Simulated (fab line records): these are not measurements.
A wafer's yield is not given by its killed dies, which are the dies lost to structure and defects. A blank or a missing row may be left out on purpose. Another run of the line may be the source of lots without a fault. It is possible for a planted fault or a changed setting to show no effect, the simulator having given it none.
Matching of chambers + flow n5_finfet + N5_BEOL_M0_CMP_120 on cmp-02 has 4 sister chambers
The step polishes, stops on SiOC, t overpolish 6.9 s. 16 wafers are shown with their chamber, then 8 later ones without.

== WAFERS WITH THEIR CHAMBER ==
| wafer  | chamber | motor_current_A (A) | time_to_endpoint_s (s) | barrier_field_endpoint_s (s) |
|--------|---------|---------------------|------------------------|------------------------------|
| L077.2 | 3       | 5.4                 | 56                     | 3.83                         |
| L077.4 | 1       | 5.6                 | 59                     | 4.06                         |
| L077.5 | 0       | 5.8                 | 63                     | 3.86                         |
| L081.2 | 1       | 5.6                 | 59                     | 3.63                         |
| L081.3 | 2       | 6.5                 | 61                     | 3.55                         |
| L081.5 | 1       | 5.4                 | 60                     | 3.54                         |
| L082.1 | 3       | 5.3                 | 64                     | 3.70                         |
| L082.4 | 0       | 6.1                 | 66                     | 3.90                         |
| L082.6 | 3       | 5.5                 | 59                     | 3.73                         |
| L083.1 | 0       | 6.1                 | 61                     | 3.72                         |
| L083.2 | 3       | 5.4                 | 56                     | 3.53                         |
| L083.5 | 0       | 6.0                 | 63                     | 3.73                         |
| L085.2 | 3       | 5.1                 | 61                     | 3.63                         |
| L085.5 | 1       | 5.5                 | 55                     | 3.58                         |
| L085.6 | 2       | 6.8                 | 57                     | 3.58                         |
| L088.3 | 0       | 5.8                 | 66                     | 3.70                         |

SIGNATURES (means of the wafers above)
| reading                  | chamber 0 | chamber 1 | chamber 2 | chamber 3 | scatter within a chamber |
|--------------------------|-----------|-----------|-----------|-----------|--------------------------|
| motor_current_A          | 5.960     | 5.525     | 6.650     | 5.340     | 0.146                    |
| time_to_endpoint_s       | 63.80     | 58.25     | 59.00     | 59.20     | 2.71                     |
| barrier_field_endpoint_s | 3.7820    | 3.7025    | 3.5650    | 3.6840    | 0.147                    |
Rule: a wafer lies at a distance from a chamber equal to the root of the sum of squares, over the readings, of (its reading less the chamber's mean, divided by the reading's scatter). If the next closest chamber is less than 2 further off than the closest, the wafer can't be placed; otherwise it belongs to the closest. The scatter: the root of (the sum of the squares of (reading less its chamber's mean) over the shown wafers, divided by (wafers less chambers)).

== WAFERS MISSING THEIR CHAMBER ==
| wafer  | motor_current_A (A) | time_to_endpoint_s (s) | barrier_field_endpoint_s (s) |
|--------|---------------------|------------------------|------------------------------|
| L088.5 | 4.9                 | 62                     | 3.70                         |
| L088.6 | 5.8                 | 64                     | 3.66                         |
| L093.2 | 5.1                 | 59                     | 3.55                         |
| L093.4 | 5.5                 | 64                     | 3.55                         |
| L093.6 | 5.1                 | 58                     | 3.60                         |
| L096.1 | 6.5                 | 55                     | 3.70                         |
| L096.2 | 5.8                 | 57                     | 3.55                         |
| L096.6 | 5.5                 | 58                     | 3.61                         |

== WHICH CHAMBER EACH ONE RAN IN ==
| wafer  | from the rows above          | in truth |
|--------|------------------------------|----------|
| L088.5 | can't be placed: 3 or 1      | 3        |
| L088.6 | can't be placed: 0 or 1      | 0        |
| L093.2 | can't be placed: 3 or 1      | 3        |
| L093.4 | can't be placed: 3 or 1 or 0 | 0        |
| L093.6 | can't be placed: 3 or 1      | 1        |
| L096.1 | 2                            | 2        |
| L096.2 | can't be placed: 1 or 0 or 3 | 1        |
| L096.6 | can't be placed: 1 or 3      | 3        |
Correctly placed: 1 of 8. These rows do not allow placing 7 (true chamber among the candidates in 7). 0 placed wrongly.
